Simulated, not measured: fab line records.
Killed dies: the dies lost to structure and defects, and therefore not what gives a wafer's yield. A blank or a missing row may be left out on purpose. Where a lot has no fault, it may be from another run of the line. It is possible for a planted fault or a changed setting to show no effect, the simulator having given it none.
Problem report in the 8D (eight disciplines) form, filled by code + flow n5Finfet + the parts of the form that need people (team, actions taken, sign-off) are left out

1. WHAT WENT WRONG
At N5_SD_EPI_P_COAT_03, spinSpeedRpm averages 1466.4 rpm over 9 wafers from 3 lots, while fault-free wafers read 1499.9 rpm, standard deviation 0.86. Measured from the usual mean, that is -39 standard deviations.
The step: resist thk 150 nm.
Earliest sighting: wafer L411.3 on lithoTrack-04 at day 6 23:56. The record holds 15 wafers of 5 lots with a number at this step. By rule, "out" or "out of limits" means more than 4 standard deviations away from the usual mean. All remaining wafers that have a number are taken as sound.

2. WHAT THIS IS AND IS NOT
| question                    | is                     | is not                                                             |
|-----------------------------|------------------------|--------------------------------------------------------------------|
| which readings at this step | spinSpeedRpm           | -                                                                  |
| which lots                  | L411, L412, L414       | L396, L417                                                         |
| which wafers of those lots  | all that have a number | -                                                                  |
| read on which tools         | lithoTrack-04          | lithoTrack-05                                                      |
| when                        | from day 6 23:56       | up to then (3 sound wafers); but 3 sound wafers of L417 came after |

3. THE SUSPECTS, EACH WITH WHAT RULES IT OUT
Counting: a tool at any process step up to the reading remains a suspect when it ran all the lots that are out and ran no sound lot after the first of those.
- lithoTrack-04 at N5_SD_EPI_P_COAT_03 (resist thk 150 nm): kept. It processed each lot that is out, first L411 at day 6 23:56, and no sound lot thereafter; up to then, the last sound lot it processed was L396 at day 3 05:31. Its own spinSpeedRpm readings are out on those wafers.
Remaining after the count: lithoTrack-04 at N5_SD_EPI_P_COAT_03.

4. THE CAUSE (what the simulator had put in)
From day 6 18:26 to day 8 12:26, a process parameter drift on lithoTrack-04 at N5_SD_EPI_P_COAT_03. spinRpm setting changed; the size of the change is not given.
Counting left only this tool.

5. SEQUENCE OF EFFECTS, ordered by route
Each row: a reading where the mean over the struck wafers with a number is more than 3 standard deviations away from the usual. Only readings for which the record gives a usual standard deviation are gone through. hours: the time from each lot's start at the first step in this table that gives one to its start at this step, as a median over the lots. sigmas: the change in usual standard deviations.
| hours | step                | reading      | usual      | on struck wafers | change | sigmas |
|-------|---------------------|--------------|------------|------------------|--------|--------|
| 0     | N5_SD_EPI_P_COAT_03 | spinSpeedRpm | 1499.9 rpm | 1466.4           | -33.5  | -39    |
Here are the process steps it includes:
- N5_SD_EPI_P_COAT_03: resist thk 150 nm.
Later steps that measure or inspect, where all struck wafers having a row at the step show a number for every such reading and not one has moved that far: N5_BEOL_M4_RC_MEAS_101.

6. HOW IT WOULD HAVE BEEN CAUGHT EARLIER
First out-of-limits reading in this record: day 6 23:56, which is 6 hours after fault onset at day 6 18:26.
